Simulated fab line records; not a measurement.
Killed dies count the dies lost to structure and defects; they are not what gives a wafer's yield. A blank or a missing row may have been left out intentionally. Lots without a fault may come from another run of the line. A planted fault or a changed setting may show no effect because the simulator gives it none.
What tool caused it? :: flow nandHarc :: 13 lots, 39 wafers sampled, at 5 steps of a route of 1302

## WHAT THE GAUGES SHOWED, per wafer
NHARC_P_START_INSPECT_01. Usual: 3.7 for rawDefectCount, sd 1.9.
lot: L409
measured: day 2 06:02
on: defectInspect-01
rawDefectCount: 8 3 3
flag: 

lot: L410
measured: day 2 16:02
on: defectInspect-01
rawDefectCount: 6 2 5
flag: 

lot: L411
measured: day 3 02:02
on: defectInspect-01
rawDefectCount: 5 2 2
flag: 

lot: L412
measured: day 3 12:02
on: defectInspect-02
rawDefectCount: 4 5 3
flag: 

lot: L414
measured: day 4 08:02
on: defectInspect-01
rawDefectCount: 7 2 3
flag: 

lot: L415
measured: day 4 18:02
on: defectInspect-01
rawDefectCount: 3 3 2
flag: 

lot: L416
measured: day 5 04:02
on: defectInspect-02
rawDefectCount: 6 3 4
flag: 

lot: L418
measured: day 6 00:02
on: defectInspect-02
rawDefectCount: 6 6 4
flag: 

lot: L420
measured: day 6 20:02
on: defectInspect-02
rawDefectCount: 4 4 7
flag: 

lot: L422
measured: day 7 16:02
on: defectInspect-01
rawDefectCount: 6 4 1
flag: 

lot: L429
measured: day 10 14:02
on: defectInspect-02
rawDefectCount: 2 5 3
flag: 

lot: L430
measured: day 11 00:03
on: defectInspect-02
rawDefectCount: 3 1 6
flag: 

lot: L431
measured: day 11 10:03
on: defectInspect-01
rawDefectCount: 3 4 6
flag: 

NHARC_P_ZERO_WELL_CD_MEAS_24: target cd 720 nm. Usual: 719.2 nm for cdNm, sd 1.5.
lot: L409
measured: day 2 08:36
on: cdSem-03
cdNm (nm): 714.5 718.0 718.4
flag: 

lot: L410
measured: day 2 18:39
on: cdSem-03
cdNm (nm): 719.5 719.4 718.8
flag: 

lot: L411
measured: day 3 04:42
on: cdSem-02
cdNm (nm): 719.0 719.0 719.7
flag: 

lot: L412
measured: day 3 14:44
on: cdSem-01
cdNm (nm): 719.7 720.0 719.8
flag: 

lot: L414
measured: day 4 10:49
on: cdSem-03
cdNm (nm): 714.6 719.3 717.0
flag: 

lot: L415
measured: day 4 20:55
on: cdSem-01
cdNm (nm): 717.5 718.8 720.0
flag: 

lot: L416
measured: day 5 06:31
on: cdSem-01
cdNm (nm): 719.4 719.4 718.8
flag: 

lot: L418
measured: day 6 04:34
on: cdSem-02
cdNm (nm): 720.2 721.6 720.6
flag: 

lot: L420
measured: day 6 22:28
on: cdSem-03
cdNm (nm): - - -
flag: OFF

lot: L422
measured: day 7 18:32
on: cdSem-02
cdNm (nm): 721.1 720.4 721.7
flag: 

lot: L429
measured: day 10 16:31
on: cdSem-03
cdNm (nm): 719.3 719.2 716.9
flag: 

lot: L430
measured: day 11 02:28
on: cdSem-03
cdNm (nm): 719.9 719.1 717.3
flag: 

lot: L431
measured: day 11 12:35
on: cdSem-01
cdNm (nm): 722.4 721.0 720.4
flag: 

NHARC_P_STI_INSPECT_11. Usual: 5.9 for rawDefectCount, sd 2.8.
lot: L409
measured: day 3 07:29
on: defectInspect-01
rawDefectCount: 2 6 7
flag: 

lot: L410
measured: day 3 16:38
on: defectInspect-02
rawDefectCount: 7 4 3
flag: 

lot: L411
measured: day 4 03:31
on: defectInspect-02
rawDefectCount: 4 7 4
flag: 

lot: L412
measured: day 4 13:10
on: defectInspect-01
rawDefectCount: 8 4 4
flag: 

lot: L414
measured: day 5 07:41
on: defectInspect-02
rawDefectCount: 12 1 2
flag: 

lot: L415
measured: day 5 20:56
on: defectInspect-01
rawDefectCount: 2 5 9
flag: 

lot: L416
measured: day 6 04:09
on: defectInspect-01
rawDefectCount: 8 10 5
flag: 

lot: L418
measured: day 7 01:56
on: defectInspect-01
rawDefectCount: 6 6 8
flag: 

lot: L422
measured: day 8 14:11
on: defectInspect-02
rawDefectCount: 5 5 5
flag: 

lot: L429
measured: day 11 14:08
on: defectInspect-02
rawDefectCount: 7 4 8
flag: 

lot: L430
measured: day 11 22:39
on: defectInspect-01
rawDefectCount: 13 6 11
flag: 

lot: L431
measured: day 12 11:07
on: defectInspect-02
rawDefectCount: 5 5 7
flag: 

NHARC_P_STI_CD_MEAS_16. Usual: 199.8 nm for cdNm, sd 2.4.
lot: L409
measured: day 3 08:03
on: cdSem-01
cdNm (nm): 200.9 202.5 200.5
flag: 

lot: L410
measured: day 3 17:12
on: cdSem-03
cdNm (nm): 202.9 199.9 205.0
flag: 

lot: L411
measured: day 4 04:05
on: cdSem-01
cdNm (nm): 201.8 200.1 201.4
flag: 

lot: L412
measured: day 4 13:45
on: cdSem-02
cdNm (nm): 197.8 198.4 196.1
flag: 

lot: L414
measured: day 5 08:16
on: cdSem-01
cdNm (nm): 198.8 201.5 201.1
flag: 

lot: L415
measured: day 5 21:31
on: cdSem-03
cdNm (nm): 204.4 200.2 203.4
flag: 

lot: L416
measured: day 6 04:43
on: cdSem-02
cdNm (nm): 198.7 195.8 199.0
flag: 

lot: L418
measured: day 7 02:30
on: cdSem-02
cdNm (nm): 198.2 201.3 198.2
flag: 

lot: L422
measured: day 8 14:45
on: cdSem-02
cdNm (nm): 198.3 200.5 203.5
flag: 

lot: L429
measured: day 11 14:42
on: cdSem-03
cdNm (nm): 203.3 201.0 203.7
flag: 

lot: L430
measured: day 11 23:13
on: cdSem-02
cdNm (nm): 200.9 197.0 198.3
flag: 

lot: L431
measured: day 12 11:43
on: cdSem-02
cdNm (nm): 201.4 196.2 197.6
flag: 

## WHAT TOOL EACH LOT RAN ON (gives the tool, then ch and the chambers of the sampled wafers, and finally the start)
lot: L409
NHARC_P_ZERO_WELL_EXPOSE_21: krfScanner-04 ch 0, day 2 08:26

lot: L410
NHARC_P_ZERO_WELL_EXPOSE_21: krfScanner-03 ch 0, day 2 18:29

lot: L411
NHARC_P_ZERO_WELL_EXPOSE_21: krfScanner-02 ch 0, day 3 04:32

lot: L412
NHARC_P_ZERO_WELL_EXPOSE_21: krfScanner-04 ch 0, day 3 14:35

lot: L414
NHARC_P_ZERO_WELL_EXPOSE_21: krfScanner-03 ch 0, day 4 10:40

lot: L415
NHARC_P_ZERO_WELL_EXPOSE_21: krfScanner-02 ch 0, day 4 20:46

lot: L416
NHARC_P_ZERO_WELL_EXPOSE_21: krfScanner-03 ch 0, day 5 06:22

lot: L418
NHARC_P_ZERO_WELL_EXPOSE_21: krfScanner-04 ch 0, day 6 04:25

lot: L420
NHARC_P_ZERO_WELL_EXPOSE_21: krfScanner-03 ch 0, day 6 22:19

lot: L422
NHARC_P_ZERO_WELL_EXPOSE_21: krfScanner-04 ch 0, day 7 18:23

lot: L429
NHARC_P_ZERO_WELL_EXPOSE_21: krfScanner-03 ch 0, day 10 16:22

lot: L430
NHARC_P_ZERO_WELL_EXPOSE_21: krfScanner-04 ch 0, day 11 02:19

lot: L431
NHARC_P_ZERO_WELL_EXPOSE_21: krfScanner-03 ch 0, day 11 12:26
- NHARC_P_ZERO_WELL_EXPOSE_21: exposes mask P NWELL, target cd 720 nm.

## AS READ BY THE TOOLS THEMSELVES (means over the sampled wafers that have a number; for cases with no such wafer, the mark the record gives instead)
The record holds no such reading with a usual standard deviation.

## THE ANSWER, worked out from the rows above alone
Rule: a lot counts as off when the mean over its wafers that have a number is more than 3 standard deviations away from the usual mean. Also off: a lot with no number at a reading for which 4 or more lots have one. Any other lot the step has rows for is counted as sound. First the gauges in route order, then the tools' own readings, where a lot's mean is used as printed above. At the first step where some lot is off, the reading lying furthest off is the one used; lots without a number count as furthest.
Off: L420 (NHARC_P_ZERO_WELL_CD_MEAS_24, cdNm). Without a number there: L420.
A tool fits if, at a process step before that reading, it ran every lot that is off, and no sound lot after the first of them. Those tools and the gauges at NHARC_P_ZERO_WELL_CD_MEAS_24 are tried in the same way. Of those tried, none fits.

## WHAT HAD BEEN PUT IN BY THE SIMULATOR
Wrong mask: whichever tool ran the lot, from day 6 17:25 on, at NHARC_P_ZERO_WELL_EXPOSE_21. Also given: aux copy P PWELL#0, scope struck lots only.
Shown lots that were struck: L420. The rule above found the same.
